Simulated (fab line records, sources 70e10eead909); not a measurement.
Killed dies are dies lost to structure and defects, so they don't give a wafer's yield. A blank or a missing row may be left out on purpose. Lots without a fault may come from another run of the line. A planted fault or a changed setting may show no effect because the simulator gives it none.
A struck lot beside a sound one | flow nand_harc | 14 steps out of a route of 1159
Sound: wafers L178.1, L178.3, L178.4. Struck: wafers L192.1, L192.2, L192.5. The cause comes at the end.
At each step with rows: each side's tool, then ch and its chambers, then its first start. Under that, the readings that differ: sound wafers | struck wafers | difference of the means | sigmas: that difference in standard deviations of wafers without a fault.
alike: readings whose means differ by less than 2 such deviations, and words and numbers that are the same on both sides. not compared: withheld readings, readings that some wafer has no value for, bounds like >300 that may hide the same value, and numbers for which the record gives no deviation and whose values overlap.
The two part at a step that has a row with sigmas, a row that says differs or no value, or rows on one side only. Numbers that don't overlap but have no deviation are shown without sigmas and don't part them. A reading that every wafer of one side lacks parts them only if that side has two wafers or more.

first, 6 steps without rows for these wafers: NHARC_A_STAIRCASE_SOFTBAKE_179 (time 170 s); NHARC_A_STAIRCASE_EBR_180; NHARC_A_STAIRCASE_EXPOSE_181 (exposes mask STAIR 2); NHARC_A_STAIRCASE_PEB_182 (peb time 130 s); NHARC_A_STAIRCASE_DEVELOP_183 (time 140 s); NHARC_A_STAIRCASE_HARDBAKE_185 (time 140 s).
NHARC_A_STAIRCASE_DESCUM_186: chemistry O2, time 3 s.
  sound on rie_diel-13 ch 0,1,2, day 12 22:32; struck on rie_diel-13 ch 0,1,2, day 16 06:27
  alike: drypump_motor_current_A, oes_product_au, rf_vpp_V, showerhead_plenum_p_Torr, throttle_valve_pct
  not compared: rf_hours_counter_h
NHARC_A_STAIRCASE_TRIM_187: chemistry O2, time 211.2 s.
  sound on rie_diel-13 ch 1,2,3, day 12 22:37; struck on rie_diel-13 ch 1,3, day 16 06:32
  alike: chamber_pressure_mTorr, drypump_motor_current_A, oes_product_au, rf_vpp_V, showerhead_plenum_p_Torr, throttle_valve_pct
  not compared: rf_hours_counter_h
NHARC_A_STAIRCASE_ETCH_188: etches the open film in C4F8/O2, target depth 100 nm, time 40.5 s.
  sound on rie_diel-13 ch 0,1,2; struck on rie_diel-13 ch 0,1,2
  alike: bias_w, oes_product_au, rf_vpp_V
  not compared: rf_hours_counter_h
NHARC_A_STAIRCASE_TRIM_189: chemistry O2, time 211.2 s.
  sound on rie_diel-13 ch 1,2,3; struck on rie_diel-13 ch 0,1
  alike: chamber_pressure_mTorr, drypump_motor_current_A, oes_product_au, rf_vpp_V, showerhead_plenum_p_Torr, throttle_valve_pct
  not compared: rf_hours_counter_h
then, 1 step without rows for these wafers: NHARC_A_STAIRCASE_ETCH_190 (etches the open film in C4F8/O2, target depth 100 nm, time 40.5 s).
NHARC_A_STAIRCASE_TRIM_191: chemistry O2, time 211.2 s.
  sound on rie_diel-13 ch 0,2,3, day 12 23:06; struck on rie_diel-13 ch 0,2, day 16 07:01
  no value came back on the struck wafers for any of 8 readings (bias_w (W), chamber_pressure_mTorr (mTorr) and others); on the sound wafers bias_w (W) reads 0 0 0
NHARC_A_STAIRCASE_ETCH_192: etches the open film in C4F8/O2, target depth 100 nm, time 40.5 s.
  sound on rie_diel-13 ch 0,1,3; struck on rie_diel-13 ch 0,1,3
  alike: bias_w, oes_product_au, rf_vpp_V
  not compared: rf_hours_counter_h
-- the record jumps here: 8 days lie between the struck wafers' starts before and after (it left off in module A_STAIRCASE and takes up again in module END, whose first step shown is number 1159 of the route) --
NHARC_END_SORT_01:
  the record has rows for the struck wafers here (prober-02 ch 0, day 24 06:03) and none for the sound ones

WHERE THEY PART
First at NHARC_A_STAIRCASE_TRIM_191; last, within this record, at NHARC_END_SORT_01.

WHY: what the simulator had put in
Skipped step whole: rie_diel-13, from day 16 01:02 on, at NHARC_A_STAIRCASE_TRIM_191. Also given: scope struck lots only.
